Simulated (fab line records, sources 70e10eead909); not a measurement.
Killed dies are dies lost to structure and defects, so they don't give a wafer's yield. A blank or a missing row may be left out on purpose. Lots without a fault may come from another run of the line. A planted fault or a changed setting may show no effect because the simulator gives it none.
Which tool did it? | flow nand_harc | 13 lots, 39 wafers sampled, at 5 steps of a route of 1159

WHAT THE GAUGES READ, wafer by wafer
NHARC_P_STI_INSPECT_25.
lot  | measured    | on                | raw_defect_count
L986 | day 3 18:53 | defect_inspect-02 | 204 206 277
L987 | day 3 23:14 | defect_inspect-01 | 223 327 150
L988 | day 4 07:19 | defect_inspect-01 | 184 218 268
L990 | day 4 20:40 | defect_inspect-01 | 224 144 299
L992 | day 5 04:59 | defect_inspect-02 | 155 153 165
L993 | day 5 04:59 | defect_inspect-01 | 258 256 188
L997 | day 6 17:47 | defect_inspect-01 | 115 114 140
L102 | day 7 16:51 | defect_inspect-01 | 220 355 246
L104 | day 8 05:53 | defect_inspect-02 | 114 164 156
L105 | day 8 10:14 | defect_inspect-02 | 128 413 336
L106 | day 8 18:58 | defect_inspect-01 | 158 182 123
L108 | day 8 23:42 | defect_inspect-02 | 153 303 98
L109 | day 9 12:34 | defect_inspect-01 | 204 211 300

NHARC_END_SORT_01.
lot  | measured     | on        | killed_at_array | killed_at_other | killed_at_periphery | killed_dies | killed_open | killed_short
L105 | day 23 17:59 | prober-01 | 15 23 9         | 0 1 1           | 2 4 6               | 17 28 16    | 1 1 1       | 1 5 1

WHICH TOOL RAN EACH LOT (tool, then ch and the chambers of the sampled wafers, then the start)
lot  | NHARC_P_ZERO_WELL_DESCUM_13       | NHARC_P_ZERO_WELL_ETCH_63       | NHARC_P_ZERO_WELL_STRIP_15
L986 | rie_diel-04 ch 1,2,3, day 1 13:34 | rie_si-01 ch 0,3, day 1 14:07   | wet_bench-05 ch 0,1,6, day 1 14:16
L987 | rie_diel-04 ch 0,1,3, day 1 19:25 | rie_si-01 ch 0,2,3, day 1 19:41 | wet_bench-07 ch 0,1,3, day 1 19:49
L988 | rie_diel-07 ch 1,2,3, day 2 01:43 | rie_si-04 ch 1,2,3, day 2 01:59 | wet_bench-05 ch 0,2,7, day 2 02:07
L990 | rie_diel-07 ch 0,1,2, day 2 13:25 | rie_si-06 ch 0,1,3, day 2 13:41 | wet_bench-07 ch 1,3,6, day 2 13:48
L992 | rie_diel-11 ch 0,1,3, day 3 01:29 | rie_si-04 ch 1,2,3, day 3 01:44 | wet_bench-01 ch 4,5,6, day 3 01:53
L993 | rie_diel-11 ch 1,2,3, day 3 07:24 | rie_si-04 ch 1,2,3, day 3 07:39 | wet_bench-01 ch 1,4,7, day 3 07:49
L997 | rie_diel-04 ch 0,3, day 4 07:31   | rie_si-04 ch 0,2,3, day 4 07:47 | wet_bench-01 ch 0,1,7, day 4 07:56
L102 | rie_diel-04 ch 0,3, day 5 13:24   | rie_si-06 ch 0,2,3, day 5 13:42 | wet_bench-07 ch 2,3,6, day 5 13:49
L104 | rie_diel-07 ch 1,2, day 6 01:25   | rie_si-04 ch 1,2,3, day 6 01:40 | wet_bench-07 ch 0,1,7, day 6 01:51
L105 | rie_diel-04 ch 1,2, day 6 07:17   | rie_si-06 ch 2,3, day 6 07:34   | wet_bench-07 ch 3,5,6, day 6 07:43
L106 | rie_diel-11 ch 1,2,3, day 6 13:29 | rie_si-04 ch 0,2,3, day 6 13:47 | wet_bench-01 ch 1,2,5, day 6 13:56
L108 | rie_diel-07 ch 2,3, day 7 01:25   | rie_si-06 ch 1,2,3, day 7 01:43 | wet_bench-01 ch 0,5,7, day 7 01:52
L109 | rie_diel-11 ch 1,3, day 7 07:24   | rie_si-04 ch 2,3, day 7 07:40   | wet_bench-01 ch 0,2,7, day 7 07:49
- NHARC_P_ZERO_WELL_DESCUM_13: chemistry O2, time 3 s.
- NHARC_P_ZERO_WELL_ETCH_63: etches the open film in HBr/Cl2, target depth 120 nm, time 40.1 s.
- NHARC_P_ZERO_WELL_STRIP_15: strips in SPM, time 900 s.

WHAT THE TOOLS THEMSELVES READ (means of the sampled wafers that have a number; where no wafer has one, the mark that the record gives instead)
NHARC_P_ZERO_WELL_DESCUM_13.
lot  | tool        | drypump_motor_current_A (A) | mfc_ar_sccm (sccm) | o2_flow_sccm (sccm) | oes_product_au (a.u.) | rf_vpp_V (V) | showerhead_plenum_p_Torr (Torr) | throttle_valve_pct (%)
L986 | rie_diel-04 | 6.2                         | 0.0009             | 200.5               | 0.986                 | 58.5         | 1.96                            | 11.312
L987 | rie_diel-04 | 6.2                         | 0.0009             | 200.3               | 0.993                 | 57.6         | 1.97                            | 11.315
L988 | rie_diel-07 | 5.7                         | 0.0012             | 200.2               | 1.008                 | 56.3         | 1.90                            | 11.315
L990 | rie_diel-07 | 5.6                         | 0.0025             | 199.4               | 1.002                 | 58.0         | 1.94                            | 11.311
L992 | rie_diel-11 | 5.9                         | 0.0000             | 200.5               | 1.005                 | 57.8         | 1.96                            | 11.307
L993 | rie_diel-11 | 5.9                         | 0.0000             | 199.5               | 1.010                 | 58.3         | 1.93                            | 11.304
L997 | rie_diel-04 | 6.1                         | 0.0019             | 200.3               | 0.986                 | 57.6         | 1.97                            | 11.313
L102 | rie_diel-04 | 6.2                         | 0.0019             | 199.6               | 0.991                 | 57.7         | 1.97                            | 11.312
L104 | rie_diel-07 | 5.8                         | 0.0012             | 200.5               | 0.987                 | 58.2         | 1.87                            | 11.306
L105 | rie_diel-04 | 6.3                         | 0.0000             | 200.3               | 1.006                 | 57.3         | 1.95                            | 11.317
L106 | rie_diel-11 | 5.9                         | 0.0000             | 199.7               | 1.010                 | 57.6         | 1.93                            | 11.315
L108 | rie_diel-07 | 5.5                         | 0.0000             | 200.4               | 0.993                 | 57.6         | 1.84                            | 11.306
L109 | rie_diel-11 | 5.6                         | 0.0000             | 199.2               | 1.003                 | 58.0         | 1.98                            | 11.301

NHARC_P_ZERO_WELL_ETCH_63.
lot  | tool      | drypump_motor_current_A (A) | oes_product_au (a.u.) | throttle_valve_pct (%)
L986 | rie_si-01 | 5.6                         | 0.999                 | 26.397
L987 | rie_si-01 | 5.9                         | 0.999                 | 26.409
L988 | rie_si-04 | 5.7                         | 1.003                 | 26.409
L990 | rie_si-06 | 5.6                         | 0.997                 | 26.405
L992 | rie_si-04 | 5.7                         | 1.008                 | 26.414
L993 | rie_si-04 | 5.7                         | 0.998                 | 26.404
L997 | rie_si-04 | 5.6                         | 0.992                 | 26.405
L102 | rie_si-06 | 5.6                         | 1.004                 | 26.424
L104 | rie_si-04 | 5.7                         | 0.994                 | 26.408
L105 | rie_si-06 | 5.8                         | 0.997                 | 26.398
L106 | rie_si-04 | 5.6                         | 1.002                 | 26.404
L108 | rie_si-06 | 5.7                         | 1.011                 | 26.409
L109 | rie_si-04 | 5.4                         | 0.997                 | 26.403

NHARC_P_ZERO_WELL_STRIP_15.
lot  | tool         | bath_guard_temp_C (C) | bath_heat_duty_pct (%)
L986 | wet_bench-05 | 130.1                 | 15.0
L987 | wet_bench-07 | 130.3                 | 15.0
L988 | wet_bench-05 | 130.2                 | 15.9
L990 | wet_bench-07 | 130.1                 | 16.2
L992 | wet_bench-01 | 129.9                 | 15.5
L993 | wet_bench-01 | 129.5                 | 14.5
L997 | wet_bench-01 | 129.8                 | 13.6
L102 | wet_bench-07 | 129.7                 | 15.5
L104 | wet_bench-07 | -                     | -
L105 | wet_bench-07 | -                     | -
L106 | wet_bench-01 | -                     | -
L108 | wet_bench-01 | 129.9                 | 13.6
L109 | wet_bench-01 | 129.9                 | 15.3

THE ANSWER, worked out from the rows above alone
Rule: what is usual is taken from the lots themselves. Put in order of their means at a reading, lots are off if they are a third of the lots or fewer, leave a main group of 4 or more, and stand apart from it by a gap of 3 or more times the standard deviation of the main group's means; of several such gaps the widest counts. A main group whose means are all the same, to the digits that the tables above print for the reading, isn't used. A lot without any number at a reading at which 4 lots or more have one is off too. The other lots that the step has rows for count as sound. The gauges are gone through in route order, then the tools' own readings, and for those a lot's mean is taken as printed above. The first step at which some lot is off is used, and at that step the reading that is off furthest; a lot without a number counts as furthest.
Off: L104, L105, L106, at NHARC_P_ZERO_WELL_STRIP_15 (bath_guard_temp_C). Without a number there: L104, L105, L106. The main group: mean 129.9 C, standard deviation 0.23.
A tool fits if, at that step or a process step before it, it ran every lot that is off, and no sound lot after the first of them. None of those tried fits.

WHAT THE SIMULATOR HAD PUT IN
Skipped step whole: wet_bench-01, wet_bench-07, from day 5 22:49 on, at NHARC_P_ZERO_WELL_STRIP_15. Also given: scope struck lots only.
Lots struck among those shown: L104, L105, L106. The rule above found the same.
